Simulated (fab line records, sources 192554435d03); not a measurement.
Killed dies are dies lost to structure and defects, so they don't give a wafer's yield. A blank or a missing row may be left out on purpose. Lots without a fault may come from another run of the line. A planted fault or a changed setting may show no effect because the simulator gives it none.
Which tool did it? | flow n5_finfet | 9 lots, 27 wafers sampled, at 5 steps of a route of 1938

WHAT THE GAUGES READ, wafer by wafer
N5_BEOL_M3_CD_MEAS_35: target cd 18 nm, target cd y 21 nm. Usual: cd_nm 18.10 nm, standard deviation 0.26.
lot  | measured     | on        | cd_nm (nm)        | flag
L152 | day 7 04:36  | cd_sem-03 | 17.81 17.56 18.05 |
L155 | day 7 23:40  | cd_sem-03 | 18.54 18.48 17.99 |
L158 | day 8 13:41  | cd_sem-01 | 18.37 18.20 18.48 |
L162 | day 9 21:33  | cd_sem-01 | 18.18 17.92 18.00 |
L164 | day 10 13:00 | cd_sem-01 | 18.37 17.58 18.03 |
L169 | day 11 20:22 | cd_sem-01 | 18.33 18.26 17.73 |
L171 | day 11 20:52 | cd_sem-01 | 17.98 17.52 18.28 |
L172 | day 12 03:04 | cd_sem-01 | 17.92 18.08 17.92 |
L175 | day 12 20:21 | cd_sem-03 | 18.24 17.96 17.89 |

N5_BEOL_M4_RC_MEAS_101. Usual: DIBL_N 36.5 mV/V, standard deviation 1.4; DIBL_P 36.9 mV/V, standard deviation 1.7; IOFF_N 0.163 nA/um, standard deviation 0.023; IOFF_P 0.22 nA/um, standard deviation 0.032; ION_N 673 uA/um, standard deviation 9; ION_P 462 uA/um, standard deviation 7.5; SS_N 71.6 mV/dec, standard deviation 0.54; SS_P 73.4 mV/dec, standard deviation 0.62; VT_N 249.8 mV, standard deviation 2.8; VT_P -250 mV, standard deviation 3.5.
lot  | measured     | on        | DIBL_N (mV/V)  | DIBL_P (mV/V)  | IOFF_N (nA/um)    | IOFF_P (nA/um) | ION_N (uA/um) | ION_P (uA/um) | SS_N (mV/dec)  | SS_P (mV/dec)  | VT_N (mV)         | VT_P (mV)      | flag
L152 | day 7 20:49  | prober-02 | 35.6 36.6 35.5 | 35.4 36.4 35.4 | 0.143 0.167 0.149 | 0.19 0.20 0.19 | 663 665 674   | 459 450 461   | 71.8 72.1 71.7 | 73.3 73.2 72.7 | 252.3 249.5 251.7 | -255 -253 -255 |
L155 | day 8 18:02  | prober-01 | 36.1 37.7 35.5 | 37.5 39.1 36.7 | 0.159 0.190 0.152 | 0.23 0.27 0.22 | 674 678 677   | 469 469 471   | 71.1 71.6 71.4 | 73.0 73.6 73.6 | 248.9 249.7 253.0 | -247 -248 -252 |
L158 | day 9 05:38  | prober-01 | 35.7 37.9 37.6 | 35.3 38.6 37.6 | 0.135 0.182 0.172 | 0.19 0.24 0.22 | 663 680 689   | 459 464 470   | 71.3 71.5 71.0 | 73.8 74.6 74.1 | 253.6 247.2 249.3 | -253 -248 -251 |
L162 | day 10 17:21 | prober-02 | 36.8 34.4 36.3 | 36.6 33.9 36.0 | 0.161 0.132 0.153 | 0.23 0.19 0.23 | 678 672 672   | 466 465 460   | 71.1 70.5 71.6 | 73.2 72.3 73.4 | 252.8 252.3 251.1 | -248 -247 -249 |
L164 | day 11 05:37 | prober-02 | 37.6 35.4 36.4 | 38.3 34.8 36.9 | 0.190 0.134 0.165 | 0.26 0.19 0.23 | 675 655 686   | 466 447 467   | 71.9 70.7 71.2 | 73.5 72.7 73.6 | 247.7 255.9 248.5 | -248 -253 -251 |
L169 | day 12 12:41 | prober-02 | 36.8 36.8 37.8 | 38.5 38.7 40.1 | 0.174 0.182 0.198 | 0.21 0.24 0.25 | 686 684 688   | 462 470 467   | 71.9 71.7 72.4 | 73.5 73.6 73.6 | 247.8 248.8 244.6 | -251 -248 -246 |
L171 | day 12 13:56 | prober-01 | 33.6 35.3 33.0 | 35.0 36.8 34.3 | 0.123 0.146 0.114 | 0.19 0.21 0.18 | 658 678 657   | 461 464 461   | 70.9 71.4 71.1 | 72.6 73.4 73.1 | 255.1 253.1 255.0 | -251 -252 -256 |
L172 | day 12 18:17 | prober-02 | 37.8 35.1 34.4 | 39.6 36.1 35.9 | 0.191 0.142 0.128 | 0.22 0.17 0.17 | 679 671 656   | 457 448 454   | 71.9 71.0 70.8 | 74.2 73.7 73.8 | 247.5 251.1 255.7 | -252 -258 -254 |
L175 | day 13 15:49 | prober-02 | 37.3 38.3 37.7 | 36.0 37.0 35.6 | 0.184 0.213 0.183 | 0.25 0.29 0.25 | 675 673 673   | 464 460 462   | 71.8 71.7 72.7 | 73.7 74.9 74.1 | 246.7 245.4 249.9 | -246 -246 -247 |

WHICH TOOL RAN EACH LOT (tool, then ch and the chambers of the sampled wafers, then the start)
lot  | N5_BEOL_M3_HM_OPEN_17             | N5_BEOL_M3_TRENCH_ETCH_37          | N5_BEOL_M3_ETCH_41
L152 | rie_metal-02 ch 0,1, day 6 20:58  | rie_diel-02 ch 1,3, day 7 04:17    | rie_diel-02 ch 1,3, day 7 04:36 or earlier
L155 | rie_metal-02 ch 0,1, day 7 18:10  | rie_diel-01 ch 0,1,3, day 7 23:22  | rie_diel-01 ch 0,1,3, day 7 23:40 or earlier
L158 | rie_metal-01 ch 1, day 8 11:43    | rie_diel-01 ch 0,1,2, day 8 13:22  | rie_diel-01 ch 0,1,2, day 8 13:41 or earlier
L162 | rie_metal-01 ch 0,1, day 9 16:52  | rie_diel-01 ch 0,1,2, day 9 21:14  | rie_diel-01 ch 0,1,2, day 9 21:33 or earlier
L164 | rie_metal-03 ch 0,1, day 9 22:53  | rie_diel-01 ch 0,2,3, day 10 12:41 | rie_diel-01 ch 0,2,3, day 10 13:00 or earlier
L169 | rie_metal-02 ch 0,1, day 11 11:10 | rie_diel-06 ch 0,1,2, day 11 20:04 | rie_diel-06 ch 0,1,2, day 11 20:22 or earlier
L171 | rie_metal-03 ch 0,1, day 11 14:25 | rie_diel-06 ch 0,2, day 11 20:33   | rie_diel-06 ch 0,2, day 11 20:52 or earlier
L172 | rie_metal-01 ch 0,1, day 11 16:14 | rie_diel-06 ch 0,2, day 12 02:44   | rie_diel-06 ch 0,2, day 12 03:04 or earlier
L175 | rie_metal-03 ch 0,1, day 12 18:10 | rie_diel-01 ch 0,2, day 12 20:02   | rie_diel-01 ch 0,2, day 12 20:21 or earlier
- N5_BEOL_M3_HM_OPEN_17: chemistry Cl2/BCl3, target TiN, target depth 20 nm, overetch 6 nm.
- N5_BEOL_M3_TRENCH_ETCH_37: etches SiOC in C4F6/O2, target depth 55.555 nm, time 29.2 s.
- N5_BEOL_M3_ETCH_41: etches SiCN in CH3F/O2, target depth 29.9 nm, time 52.5 s.

WHAT THE TOOLS THEMSELVES READ (means of the sampled wafers that have a number; where no wafer has one, the mark that the record gives instead)
N5_BEOL_M3_HM_OPEN_17. Usual: drypump_motor_current_A 5.7 A, standard deviation 0.36; mfc_cl2_sccm 53.25 sccm, standard deviation 0.16; oes_product_au 0.68 a.u., standard deviation 0.057; throttle_valve_pct 22.31 %, standard deviation 0.2.
lot  | tool         | drypump_motor_current_A (A) | mfc_cl2_sccm (sccm) | oes_product_au (a.u.) | throttle_valve_pct (%) | flag
L152 | rie_metal-02 | 5.5                         | 53.41               | 0.74                  | 21.94                  |
L155 | rie_metal-02 | 5.9                         | 53.29               | 0.73                  | 21.94                  |
L158 | rie_metal-01 | 5.7                         | 53.17               | 0.59                  | 22.37                  |
L162 | rie_metal-01 | 5.5                         | 53.32               | 0.66                  | 22.39                  |
L164 | rie_metal-03 | 5.8                         | 53.15               | 0.67                  | 22.45                  |
L169 | rie_metal-02 | 5.9                         | 53.42               | 0.70                  | 21.97                  |
L171 | rie_metal-03 | 5.8                         | 53.11               | 0.67                  | 22.45                  |
L172 | rie_metal-01 | 5.5                         | 53.23               | 0.64                  | 22.42                  |
L175 | rie_metal-03 | 5.8                         | 53.43               | 0.67                  | 22.43                  |

N5_BEOL_M3_TRENCH_ETCH_37. Usual: bias_w 185.0 W, standard deviation 0.56; drypump_motor_current_A 5.4 A, standard deviation 0.52; oes_product_au 0.74 a.u., standard deviation 0.055; rf_vpp_V 663 V, standard deviation 7.6; showerhead_plenum_p_Torr 2.81 Torr, standard deviation 0.11; throttle_valve_pct 20.86 %, standard deviation 0.22.
lot  | tool        | bias_w (W) | drypump_motor_current_A (A) | oes_product_au (a.u.) | rf_vpp_V (V) | showerhead_plenum_p_Torr (Torr) | throttle_valve_pct (%) | flag
L152 | rie_diel-02 | 184.6      | 6.0                         | 0.79                  | 666          | 2.82                            | 20.73                  |
L155 | rie_diel-01 | 184.6      | 5.3                         | 0.73                  | 662          | 2.81                            | 20.92                  |
L158 | rie_diel-01 | 185.0      | 5.5                         | 0.75                  | 664          | 2.81                            | 20.82                  |
L162 | rie_diel-01 | 192.0      | 5.5                         | 0.74                  | 683          | 2.81                            | 20.85                  | OFF
L164 | rie_diel-01 | 192.0      | 5.8                         | 0.73                  | 681          | 2.76                            | 20.78                  | OFF
L169 | rie_diel-06 | 185.4      | 5.2                         | 0.73                  | 660          | 2.77                            | 21.02                  |
L171 | rie_diel-06 | 184.7      | 5.3                         | 0.71                  | 668          | 2.80                            | 21.15                  |
L172 | rie_diel-06 | 185.3      | 5.2                         | 0.71                  | 659          | 2.77                            | 21.04                  |
L175 | rie_diel-01 | 185.0      | 5.7                         | 0.74                  | 660          | 2.70                            | 20.71                  |

N5_BEOL_M3_ETCH_41. Usual: bias_w 75.02 W, standard deviation 0.23; drypump_motor_current_A 5.4 A, standard deviation 0.52; oes_product_au 0.74 a.u., standard deviation 0.055; rf_vpp_V 296.7 V, standard deviation 1.7; showerhead_plenum_p_Torr 1.97 Torr, standard deviation 0.077; throttle_valve_pct 16.33 %, standard deviation 0.21.
lot  | tool        | bias_w (W) | drypump_motor_current_A (A) | oes_product_au (a.u.) | rf_vpp_V (V) | showerhead_plenum_p_Torr (Torr) | throttle_valve_pct (%) | flag
L152 | rie_diel-02 | 75.14      | 6.0                         | 0.78                  | 297.2        | 1.98                            | 16.20                  |
L155 | rie_diel-01 | 75.12      | 5.3                         | 0.74                  | 296.2        | 1.97                            | 16.38                  |
L158 | rie_diel-01 | 75.12      | 5.5                         | 0.75                  | 297.5        | 1.98                            | 16.30                  |
L162 | rie_diel-01 | 74.89      | 5.5                         | 0.73                  | 296.6        | 1.97                            | 16.32                  |
L164 | rie_diel-01 | 75.03      | 5.8                         | 0.72                  | 295.7        | 1.94                            | 16.27                  |
L169 | rie_diel-06 | 75.03      | 5.2                         | 0.72                  | 295.9        | 1.94                            | 16.48                  |
L171 | rie_diel-06 | 75.12      | 5.3                         | 0.72                  | 296.8        | 1.96                            | 16.58                  |
L172 | rie_diel-06 | 75.28      | 5.2                         | 0.71                  | 296.3        | 1.94                            | 16.48                  |
L175 | rie_diel-01 | 75.35      | 5.7                         | 0.73                  | 295.7        | 1.89                            | 16.20                  |

THE ANSWER, worked out from the rows above alone
Rule: a lot is off if the mean of its wafers that have a number lies more than 3 standard deviations from the usual mean. A lot without any number at a reading at which 4 lots or more have one is off too. The other lots that the step has rows for count as sound. The gauges are gone through in route order, then the tools' own readings, and for those a lot's mean is taken as printed above. The first step at which some lot is off is used, and at that step the reading that is off furthest; a lot without a number counts as furthest.
Off: L162, L164, at N5_BEOL_M3_TRENCH_ETCH_37 (bias_w).
A tool fits if, at that step or a process step before it, it ran every lot that is off, and no sound lot after the first of them. None of those tried fits.

WHAT THE SIMULATOR HAD PUT IN
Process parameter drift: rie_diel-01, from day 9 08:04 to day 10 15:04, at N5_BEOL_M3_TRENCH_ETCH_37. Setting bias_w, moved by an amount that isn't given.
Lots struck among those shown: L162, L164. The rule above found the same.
